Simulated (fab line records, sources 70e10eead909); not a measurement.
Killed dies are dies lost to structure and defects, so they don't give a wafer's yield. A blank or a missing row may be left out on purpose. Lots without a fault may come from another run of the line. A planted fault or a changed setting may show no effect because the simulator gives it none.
Tool commonality check | flow nand_harc | 11 lots, 33 wafers sampled

WHY IT WAS OPENED
At NHARC_A_BONDPAD_CD_MEAS_09 the reading cd_nm is flagged on 2 of 11 lots. Wafers without a fault read 500.5 nm, standard deviation 1.6.
Rule: a lot is flagged when every wafer of it that has a number lies more than 4 standard deviations from that mean, or none has a number. The other lots count as sound.

lot  | measured     | on        | cd_nm (nm), wafer by wafer | flag
L681 | day 22 20:29 | cd_sem-01 | 500.4 498.2 499.8          |
L683 | day 24 16:22 | cd_sem-03 | 498.8 501.5 499.3          |
L684 | day 24 20:07 | cd_sem-01 | 500.3 501.3 502.0          |
L689 | day 26 06:10 | cd_sem-03 | 500.8 500.6 499.4          |
L688 | day 26 09:53 | cd_sem-01 | 501.8 501.6 501.8          |
L690 | day 27 01:55 | cd_sem-03 | 500.1 501.1 499.4          |
L692 | day 28 07:11 | cd_sem-02 | 489.9 490.6 489.7          | FLAGGED
L697 | day 29 07:33 | cd_sem-03 | 498.4 502.9 501.9          |
L701 | day 31 16:35 | cd_sem-02 | 491.3 490.5 492.1          | FLAGGED
L702 | day 31 17:48 | cd_sem-03 | 501.0 502.6 501.5          |
L703 | day 31 23:17 | cd_sem-01 | 501.4 501.4 499.0          |
The numbers of the flagged lots are 490.7 nm on average: -9.8 nm against the usual, or -6 standard deviations.

WHICH TOOL RAN EACH LOT
The record holds 3 process steps before the reading, out of a route of 1302 steps. In each cell: the tool, then ch and the chambers that the sampled wafers went through, then the start.
lot  | flag    | NHARC_A_M1_ETCH_28                            | NHARC_A_M1_PRE_CLEAN_32         | NHARC_A_BONDPAD_EXPOSE_06
L681 |         | rie_diel-06 ch 0,3, day 22 18:47 or earlier   | pecvd-03 ch 0,1,2, day 22 18:47 | krf_scanner-01 ch 0, day 22 20:20
L683 |         | rie_diel-12 ch 0,2,3, day 24 14:39 or earlier | pecvd-03 ch 0,2, day 24 14:39   | krf_scanner-01 ch 0, day 24 16:13
L684 |         | rie_diel-12 ch 1,2, day 24 18:25 or earlier   | pecvd-01 ch 0,1,2, day 24 18:25 | krf_scanner-01 ch 0, day 24 19:58
L689 |         | rie_diel-12 ch 0,2,3, day 26 04:20 or earlier | pecvd-01 ch 0,2, day 26 04:20   | krf_scanner-03 ch 0, day 26 06:01
L688 |         | rie_diel-12 ch 1,3, day 26 08:02 or earlier   | pecvd-03 ch 0,1, day 26 08:02   | krf_scanner-01 ch 0, day 26 09:44
L690 |         | rie_diel-06 ch 0,2,3, day 27 00:03 or earlier | pecvd-01 ch 0,1,2, day 27 00:03 | krf_scanner-03 ch 0, day 27 01:46
L692 | FLAGGED | rie_diel-01 ch 1,3, day 28 05:27 or earlier   | pecvd-01 ch 0,1,2, day 28 05:27 | krf_scanner-03 ch 0, day 28 07:02
L697 |         | rie_diel-06 ch 0,1, day 29 05:49 or earlier   | pecvd-03 ch 1,2, day 29 05:49   | krf_scanner-01 ch 0, day 29 07:24
L701 | FLAGGED | rie_diel-01 ch 0,2,3, day 31 14:45 or earlier | pecvd-02 ch 0,1,2, day 31 14:45 | krf_scanner-03 ch 0, day 31 16:27
L702 |         | rie_diel-01 ch 0,2, day 31 15:56 or earlier   | pecvd-01 ch 0,1, day 31 15:56   | krf_scanner-01 ch 0, day 31 17:40
L703 |         | rie_diel-12 ch 1,2, day 31 21:26 or earlier   | pecvd-02 ch 0,2, day 31 21:26   | krf_scanner-02 ch 0, day 31 23:08
What these steps do:
- NHARC_A_M1_ETCH_28: etches the open film in CF4/N2, target depth 30 nm, time 72.99 s.
- NHARC_A_M1_PRE_CLEAN_32: time 12 s.
- NHARC_A_BONDPAD_EXPOSE_06: exposes mask A BPAD.
- NHARC_A_BONDPAD_CD_MEAS_09: target cd 500 nm.

FLAGGED OVER TOTAL, TOOL BY TOOL (the gauges that took the reading come last)
step                       | tool           | lots run | flagged | share of the flagged lots | sound lots run after its first flagged lot
NHARC_A_M1_ETCH_28         | rie_diel-01    | 3        | 2       | all                       | 1 (L702)
NHARC_A_M1_ETCH_28         | rie_diel-06    | 3        | 0       | none                      | -
NHARC_A_M1_ETCH_28         | rie_diel-12    | 5        | 0       | none                      | -
NHARC_A_M1_PRE_CLEAN_32    | pecvd-01       | 5        | 1       | some                      | 1 (L702)
NHARC_A_M1_PRE_CLEAN_32    | pecvd-02       | 2        | 1       | some                      | 1 (L703)
NHARC_A_M1_PRE_CLEAN_32    | pecvd-03       | 4        | 0       | none                      | -
NHARC_A_BONDPAD_EXPOSE_06  | krf_scanner-01 | 6        | 0       | none                      | -
NHARC_A_BONDPAD_EXPOSE_06  | krf_scanner-02 | 1        | 0       | none                      | -
NHARC_A_BONDPAD_EXPOSE_06  | krf_scanner-03 | 4        | 2       | all                       | 0
NHARC_A_BONDPAD_CD_MEAS_09 | cd_sem-01      | 4        | 0       | none                      | -
NHARC_A_BONDPAD_CD_MEAS_09 | cd_sem-02      | 2        | 2       | all                       | 0
NHARC_A_BONDPAD_CD_MEAS_09 | cd_sem-03      | 5        | 0       | none                      | -
NHARC_A_M1_ETCH_28 gives no start for some lots, so the hours and the order of its lots are those of NHARC_A_M1_PRE_CLEAN_32.

WHAT THE TABLE ALLOWS
3 rows of the table ran every flagged lot: rie_diel-01 at NHARC_A_M1_ETCH_28, krf_scanner-03 at NHARC_A_BONDPAD_EXPOSE_06, cd_sem-02 at NHARC_A_BONDPAD_CD_MEAS_09.
- rie_diel-01 at NHARC_A_M1_ETCH_28: 2 of its 3 lots flagged. Sound lots ran on it after the first flagged one (L702), which a lasting fault on the whole tool wouldn't allow.
- krf_scanner-03 at NHARC_A_BONDPAD_EXPOSE_06: 2 of its 4 lots flagged. Its last sound lot is L690 (day 27 01:46), its first flagged lot L692 (day 28 07:02): a fault that began between those two fits. Its own readings lie more than 4 standard deviations out on every wafer of the flagged lots: exposure_dose_mJ_cm2.
- cd_sem-02 at NHARC_A_BONDPAD_CD_MEAS_09: 2 of its 2 lots flagged. It ran no sound lot before its first flagged lot in this sample, so the start can't be narrowed down.
Counting lots can't tell these 2 tools apart, because each fits a fault that began at some hour. More lots, or a look at what each step does to the wafer, might.

WHAT THE SIMULATOR HAD PUT IN
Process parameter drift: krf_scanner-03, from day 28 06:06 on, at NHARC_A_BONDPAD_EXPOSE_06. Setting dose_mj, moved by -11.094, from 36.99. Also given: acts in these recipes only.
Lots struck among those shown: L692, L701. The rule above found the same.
